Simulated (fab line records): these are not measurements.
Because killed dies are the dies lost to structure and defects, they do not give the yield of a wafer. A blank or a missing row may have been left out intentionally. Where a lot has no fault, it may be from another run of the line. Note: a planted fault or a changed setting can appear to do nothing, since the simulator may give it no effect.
The tool behind it: which one?	flow n5 finfet	24 lots with 72 wafers sampled at 6 steps, on a route of 1938 steps

WHAT EACH GAUGE READ, for each wafer
N5_BEOL_M9_INSPECT_58: inspects for defects (darkfield). Usual: raw defect count reads 73 (standard deviation 24).
lot	measured	on	raw defect count	flag
L075	day 9 15:40	defect inspect-02	82 54 51	
L077	day 10 07:37	defect inspect-01	55 80 78	
L074	day 10 08:00	defect inspect-01	45 47 57	
L076	day 10 10:29	defect inspect-01	95 95 83	
L079	day 10 21:17	defect inspect-01	51 36 44	
L078	day 10 21:35	defect inspect-01	60 67 57	
L080	day 11 04:11	defect inspect-02	82 90 94	
L081	day 11 10:25	defect inspect-01	63 49 32	
L082	day 11 11:37	defect inspect-02	83 72 89	
L083	day 11 16:21	defect inspect-01	81 96 123	
L084	day 12 06:57	defect inspect-01	69 46 59	
L085	day 12 15:37	defect inspect-01	41 63 90	
L086	day 12 23:38	defect inspect-01	53 43 39	
L087	day 13 15:55	defect inspect-01	55 68 66	
L089	day 13 21:43	defect inspect-02	60 60 42	
L088	day 13 22:35	defect inspect-02	100 101 66	
L090	day 14 05:10	defect inspect-02	92 73 93	
L091	day 14 09:08	defect inspect-01	68 69 74	
L093	day 14 17:46	defect inspect-02	108 75 66	
L094	day 14 21:49	defect inspect-02	69 106 37	
L092	day 14 22:24	defect inspect-01	114 129 62	
L095	day 15 05:48	defect inspect-02	123 125 111	
L096	day 15 14:31	defect inspect-01	82 55 65	
L097	day 15 17:47	defect inspect-02	63 49 93	

WHICH TOOL RAN EACH LOT (tool, then ch and the chambers of the sampled wafers, then the start)
lot	N5_BEOL_M9_HM_DEP_02	N5_BEOL_M9_DESCUM_16	N5_BEOL_M9_STRIP_67	N5_BEOL_M9_STRIP_36	N5_BEOL_M9_SPUTTER_48
L075	pvd sputter-01, day 9 09:35	rie diel-03 ch 0,2,3, day 9 10:11	rie diel-03 ch 0,2,3, day 9 10:25	rie diel-03 ch 0,1,3, day 9 11:26	pvd sputter-02, day 9 14:25
L077	pvd sputter-02, day 10 01:00	rie diel-01 ch 0,1,2, day 10 01:35	rie diel-01 ch 0,1,2, day 10 01:49	rie diel-04 ch 0,2,3, day 10 04:35	pvd sputter-03, day 10 05:55
L074	pvd sputter-02, day 10 03:24	rie diel-03 ch 0,2,3, day 10 04:14	rie diel-03 ch 0,2,3, day 10 04:28	rie diel-03 ch 0,2, day 10 05:37	pvd sputter-03, day 10 06:55
L076	pvd sputter-02, day 10 03:47	rie diel-03 ch 0,3, day 10 05:05	rie diel-03 ch 0,3, day 10 05:19	rie diel-03 ch 0,2, day 10 06:22	pvd sputter-03, day 10 09:25
L079	pvd sputter-03, day 10 15:02	rie diel-04 ch 1,2, day 10 15:47	rie diel-04 ch 1,2, day 10 16:01	rie diel-04 ch 1,2,3, day 10 17:54	pvd sputter-03, day 10 20:11
L078	pvd sputter-03, day 10 16:05	rie diel-03 ch 0,2, day 10 17:10	rie diel-03 ch 0,2, day 10 17:23	rie diel-04 ch 1,3, day 10 18:50	pvd sputter-01, day 10 20:34
L080	pvd sputter-02, day 10 22:49	rie diel-03 ch 2,3, day 10 23:55	rie diel-03 ch 2,3, day 11 00:08	rie diel-03 ch 1,3, day 11 01:02	pvd sputter-03, day 11 02:59
L081	pvd sputter-02, day 11 04:02	rie diel-01 ch 1,3, day 11 04:37	rie diel-01 ch 1,3, day 11 04:51	rie diel-04 ch 1,2,3, day 11 05:52	pvd sputter-01, day 11 09:16
L082	pvd sputter-01, day 11 05:08	rie diel-01 ch 0,1,3, day 11 06:03	rie diel-01 ch 0,1,3, day 11 06:17	rie diel-04 ch 2,3, day 11 07:31	pvd sputter-03, day 11 10:38
L083	pvd sputter-01, day 11 09:33	rie diel-03 ch 1,3, day 11 10:11	rie diel-03 ch 1,3, day 11 10:25	rie diel-01 ch 1,2, day 11 11:35	pvd sputter-01, day 11 15:10
L084	pvd sputter-02, day 12 01:23	rie diel-04 ch 0,1, day 12 01:58	rie diel-04 ch 0,1, day 12 02:12	rie diel-01 ch 1,2, day 12 03:53	pvd sputter-03, day 12 05:39
L085	pvd sputter-02, day 12 08:36	rie diel-03 ch 1,2, day 12 09:24	rie diel-03 ch 1,2, day 12 09:38	rie diel-03 ch 0,1,2, day 12 13:08	pvd sputter-01, day 12 14:37
L086	pvd sputter-01, day 12 16:44	rie diel-04 ch 0,1,2, day 12 17:19	rie diel-04 ch 0,1,2, day 12 17:33	rie diel-03 ch 0,1,2, day 12 20:10	pvd sputter-02, day 12 21:52
L087	pvd sputter-02, day 13 10:05	rie diel-03 ch 0,1, day 13 10:40	rie diel-03 ch 0,1, day 13 10:54	rie diel-04 ch 0,2, day 13 12:12	pvd sputter-01, day 13 14:38
L089	pvd sputter-03, day 13 14:24	rie diel-01 ch 0,2,3, day 13 14:59	rie diel-01 ch 0,2,3, day 13 15:13	rie diel-04 ch 1,2,3, day 13 18:55	pvd sputter-03, day 13 20:19
L088	pvd sputter-01, day 13 15:55	rie diel-04 ch 1,2, day 13 16:29	rie diel-04 ch 1,2, day 13 16:43	rie diel-03 ch 0,2,3, day 13 18:58	pvd sputter-03, day 13 20:42
L090	pvd sputter-02, day 13 23:27	rie diel-03 ch 1,2, day 14 00:01	rie diel-03 ch 1,2, day 14 00:14	rie diel-04 ch 0,1,3, day 14 02:35	pvd sputter-02, day 14 04:08
L091	pvd sputter-02, day 14 03:04	rie diel-01 ch 0,1,3, day 14 03:39	rie diel-01 ch 0,1,3, day 14 03:53	rie diel-04 ch 0,2,3, day 14 04:47	pvd sputter-02, day 14 08:10
L093	pvd sputter-03, day 14 11:23	rie diel-01 ch 0,1, day 14 11:58	rie diel-01 ch 0,1, day 14 12:11	rie diel-03 ch 0,2,3, day 14 13:28	pvd sputter-02, day 14 16:46
L094	pvd sputter-01, day 14 16:44	rie diel-01 ch 1,2,3, day 14 17:29	rie diel-01 ch 1,2,3, day 14 17:43	rie diel-04 ch 0,1, day 14 19:00	pvd sputter-01, day 14 20:41
L092	pvd sputter-02, day 14 17:09	rie diel-04 ch 0,1,3, day 14 17:44	rie diel-04 ch 0,1,2, day 14 17:59	rie diel-04 ch 0,1,2, day 14 19:41	pvd sputter-01, day 14 21:01
L095	pvd sputter-02, day 14 23:47	rie diel-01 ch 0,2,3, day 15 00:22	rie diel-01 ch 0,2,3, day 15 00:36	rie diel-04 ch 0,1, day 15 01:47	pvd sputter-01, day 15 03:27
L096	pvd sputter-02, day 15 09:12	rie diel-04 ch 1,2, day 15 10:06	rie diel-04 ch 1,2, day 15 10:20	rie diel-03 ch 1,2, day 15 11:25	pvd sputter-03, day 15 13:30
L097	pvd sputter-01, day 15 11:25	rie diel-01 ch 0,1,2, day 15 12:01	rie diel-01 ch 0,1,2, day 15 12:14	rie diel-04 ch 0,1,2, day 15 15:14	pvd sputter-01, day 15 16:46
- N5_BEOL_M9_HM_DEP_02: deposits TiN, target thk 20 nm.
- N5_BEOL_M9_DESCUM_16: chemistry O2, time 7.9 s.
- N5_BEOL_M9_STRIP_67: strips in CF4.
- N5_BEOL_M9_STRIP_36: strips in N2/H2.
- N5_BEOL_M9_SPUTTER_48: material Cu, target thk 12 nm, time 2 s.

AS READ BY THE TOOLS THEMSELVES (means over the sampled wafers that have a number; for cases with no such wafer, the mark the record gives instead)
N5_BEOL_M9_HM_DEP_02. Usual: susceptor temp C 25.00 C, standard deviation 0.11; throttle valve pct 29.8 %, standard deviation 1.2.
lot	tool	susceptor temp C (C)	throttle valve pct (%)	flag
L075	pvd sputter-01	25.10	30.5	
L077	pvd sputter-02	25.02	29.3	
L074	pvd sputter-02	24.89	28.8	
L076	pvd sputter-02	24.98	28.8	
L079	pvd sputter-03	25.05	29.6	
L078	pvd sputter-03	24.84	30.8	
L080	pvd sputter-02	25.04	29.6	
L081	pvd sputter-02	24.87	28.7	
L082	pvd sputter-01	25.01	29.4	
L083	pvd sputter-01	25.04	29.8	
L084	pvd sputter-02	24.91	30.2	
L085	pvd sputter-02	25.00	29.4	
L086	pvd sputter-01	24.98	30.5	
L087	pvd sputter-02	24.98	28.5	
L089	pvd sputter-03	25.11	30.3	
L088	pvd sputter-01	25.03	30.9	
L090	pvd sputter-02	25.00	28.7	
L091	pvd sputter-02	24.92	28.7	
L093	pvd sputter-03	24.94	29.7	
L094	pvd sputter-01	25.01	29.9	
L092	pvd sputter-02	25.10	29.2	
L095	pvd sputter-02	25.00	29.8	
L096	pvd sputter-02	24.98	29.0	
L097	pvd sputter-01	24.96	30.8	

N5_BEOL_M9_DESCUM_16. Usual: drypump motor current A 5.6 A, standard deviation 0.43; oes product au 0.80 a.u., standard deviation 0.1; rf vpp V 242.6 V, standard deviation 1.3; showerhead plenum p Torr 2.06 Torr, standard deviation 0.065; throttle valve pct 20.23 %, standard deviation 0.21.
lot	tool	drypump motor current A (A)	oes product au (a.u.)	rf vpp V (V)	showerhead plenum p Torr (Torr)	throttle valve pct (%)	flag
L075	rie diel-03	5.6	0.76	243.0	2.07	20.20	
L077	rie diel-01	5.3	0.84	241.5	2.04	20.17	
L074	rie diel-03	5.6	0.75	242.9	2.07	20.21	
L076	rie diel-03	5.9	0.66	242.3	2.05	20.27	
L079	rie diel-04	6.0	0.82	241.6	2.05	20.05	
L078	rie diel-03	5.4	0.83	243.7	2.09	20.01	
L080	rie diel-03	5.5	0.74	243.8	2.08	20.38	
L081	rie diel-01	5.7	0.80	242.5	2.07	20.15	
L082	rie diel-01	5.5	0.82	242.2	2.08	20.13	
L083	rie diel-03	5.9	0.76	243.6	2.09	20.57	
L084	rie diel-04	5.7	0.90	241.8	2.01	20.29	
L085	rie diel-03	5.4	0.89	243.7	2.12	20.19	
L086	rie diel-04	5.9	0.85	242.7	2.02	20.18	
L087	rie diel-03	6.1	0.93	242.9	2.07	20.06	
L089	rie diel-01	5.3	0.78	242.5	2.07	20.24	
L088	rie diel-04	6.0	0.79	242.7	2.05	20.10	
L090	rie diel-03	5.9	0.87	243.6	2.13	20.38	
L091	rie diel-01	5.4	0.80	242.8	2.08	20.16	
L093	rie diel-01	5.5	0.82	242.3	2.03	20.14	
L094	rie diel-01	5.5	0.75	241.9	2.06	20.27	
L092	rie diel-04	5.6	0.76	241.8	1.97	20.31	
L095	rie diel-01	5.3	0.77	242.5	2.07	20.25	
L096	rie diel-04	6.0	0.79	243.4	2.04	20.10	
L097	rie diel-01	5.3	0.79	241.8	2.02	20.23	

N5_BEOL_M9_STRIP_67. Usual: drypump motor current A 5.6 A, standard deviation 0.43; oes product au 0.80 a.u., standard deviation 0.092; rf vpp V 270.6 V, standard deviation 1.6; showerhead plenum p Torr 1.77 Torr, standard deviation 0.057; throttle valve pct 13.45 %, standard deviation 0.22.
lot	tool	drypump motor current A (A)	oes product au (a.u.)	rf vpp V (V)	showerhead plenum p Torr (Torr)	throttle valve pct (%)	flag
L075	rie diel-03	5.6	0.76	271.5	1.79	13.55	
L077	rie diel-01	5.3	0.84	269.3	1.74	13.34	
L074	rie diel-03	5.6	0.75	271.1	1.79	13.56	
L076	rie diel-03	5.9	0.67	270.3	1.77	13.66	
L079	rie diel-04	6.0	0.82	269.6	1.76	13.20	
L078	rie diel-03	5.4	0.82	270.6	1.81	13.37	
L080	rie diel-03	5.5	0.75	271.2	1.80	13.69	
L081	rie diel-01	5.7	0.80	271.0	1.79	13.40	
L082	rie diel-01	5.5	0.83	271.4	1.79	13.34	
L083	rie diel-03	5.9	0.75	271.4	1.80	13.77	
L084	rie diel-04	5.8	0.89	270.3	1.72	13.40	
L085	rie diel-03	5.5	0.88	272.1	1.83	13.37	
L086	rie diel-04	5.9	0.84	270.4	1.74	13.31	
L087	rie diel-03	6.1	0.92	271.2	1.78	13.20	
L089	rie diel-01	5.3	0.79	271.0	1.78	13.47	
L088	rie diel-04	6.0	0.79	271.5	1.75	13.24	
L090	rie diel-03	5.9	0.86	272.5	1.82	13.47	
L091	rie diel-01	5.4	0.80	271.6	1.78	13.38	
L093	rie diel-01	5.5	0.83	269.9	1.74	13.33	
L094	rie diel-01	5.5	0.76	270.8	1.77	13.54	
L092	rie diel-04	5.9	0.82	270.0	1.73	13.35	
L095	rie diel-01	5.2	0.78	270.6	1.77	13.48	
L096	rie diel-04	6.0	0.78	269.8	1.75	13.28	
L097	rie diel-01	5.3	0.80	269.8	1.73	13.43	

N5_BEOL_M9_STRIP_36. Usual: drypump motor current A 5.7 A, standard deviation 0.42; oes product au 0.81 a.u., standard deviation 0.099; rf vpp V 58.9 V, standard deviation 1.6; showerhead plenum p Torr 2.49 Torr, standard deviation 0.097; throttle valve pct 23.45 %, standard deviation 0.29.
lot	tool	drypump motor current A (A)	oes product au (a.u.)	rf vpp V (V)	showerhead plenum p Torr (Torr)	throttle valve pct (%)	flag
L075	rie diel-03	6.0	0.68	58.2	2.54	23.74	
L077	rie diel-04	5.7	0.75	58.6	2.49	23.51	
L074	rie diel-03	5.7	0.75	59.8	2.53	23.23	
L076	rie diel-03	5.4	0.83	58.9	2.56	23.23	
L079	rie diel-04	5.6	0.76	57.6	2.43	23.27	
L078	rie diel-04	5.5	0.72	57.5	2.35	23.31	
L080	rie diel-03	6.1	0.85	59.7	2.57	23.93	
L081	rie diel-04	5.7	0.76	59.4	2.43	23.26	
L082	rie diel-04	5.5	0.73	58.9	2.46	23.27	
L083	rie diel-01	5.6	0.80	59.3	2.46	23.47	
L084	rie diel-01	5.4	0.78	59.2	2.44	23.48	
L085	rie diel-03	5.8	0.92	58.0	2.55	23.39	
L086	rie diel-03	5.8	0.92	60.5	2.55	23.41	
L087	rie diel-04	6.1	0.87	59.4	2.54	23.42	
L089	rie diel-04	5.7	0.74	58.7	2.43	23.30	
L088	rie diel-03	5.6	0.92	58.8	2.52	23.35	
L090	rie diel-04	5.6	0.78	59.2	2.40	23.48	
L091	rie diel-04	5.7	0.80	58.3	2.48	23.46	
L093	rie diel-03	5.6	0.91	57.7	2.52	23.38	
L094	rie diel-04	5.7	0.78	59.8	2.37	23.50	
L092	rie diel-04	5.9	0.82	59.5	2.45	23.48	
L095	rie diel-04	5.7	0.78	57.0	2.37	23.52	
L096	rie diel-03	5.4	0.86	59.6	2.58	23.54	
L097	rie diel-04	5.9	0.81	58.0	2.45	23.46	

N5_BEOL_M9_SPUTTER_48. Usual: susceptor temp C -19.99 C, standard deviation 0.091; throttle valve pct 30.0 %, standard deviation 1.2.
lot	tool	susceptor temp C (C)	throttle valve pct (%)	flag
L075	pvd sputter-02	-19.89	30.1	
L077	pvd sputter-03	-19.97	29.6	
L074	pvd sputter-03	-20.05	30.8	
L076	pvd sputter-03	-19.96	30.5	
L079	pvd sputter-03	-20.05	31.0	
L078	pvd sputter-01	-19.98	30.9	
L080	pvd sputter-03	-19.97	30.9	
L081	pvd sputter-01	-19.95	29.9	
L082	pvd sputter-03	-19.99	30.3	
L083	pvd sputter-01	-20.06	29.5	
L084	pvd sputter-03	-20.00	29.7	
L085	pvd sputter-01	-20.04	30.6	
L086	pvd sputter-02	-19.92	29.6	
L087	pvd sputter-01	-19.94	30.1	
L089	pvd sputter-03	-20.04	29.8	
L088	pvd sputter-03	-20.02	28.8	
L090	pvd sputter-02	-19.99	29.5	
L091	pvd sputter-02	-19.94	29.4	
L093	pvd sputter-02	-20.07	29.2	
L094	pvd sputter-01	-19.96	29.5	
L092	pvd sputter-01	-19.94	31.5	
L095	pvd sputter-01	-19.96	31.0	
L096	pvd sputter-03	-20.02	29.7	
L097	pvd sputter-01	-19.99	29.3	

THE ANSWER, worked out from the rows above alone
Rule: a lot counts as off when the mean over its wafers that have a number is more than 3 standard deviations away from the usual mean. Also off: a lot with no number at a reading for which 4 or more lots have one. The other lots that the step has rows for count as sound. After the gauges, taken in route order, come the tools' own readings; for these a lot's mean is taken, as printed above. The first step at which some lot is off is used, and at that step the reading that is off furthest; a lot without a number counts as furthest.
Nothing can be told from this: no lot is off at any reading shown.

WHAT HAD BEEN PUT IN BY THE SIMULATOR
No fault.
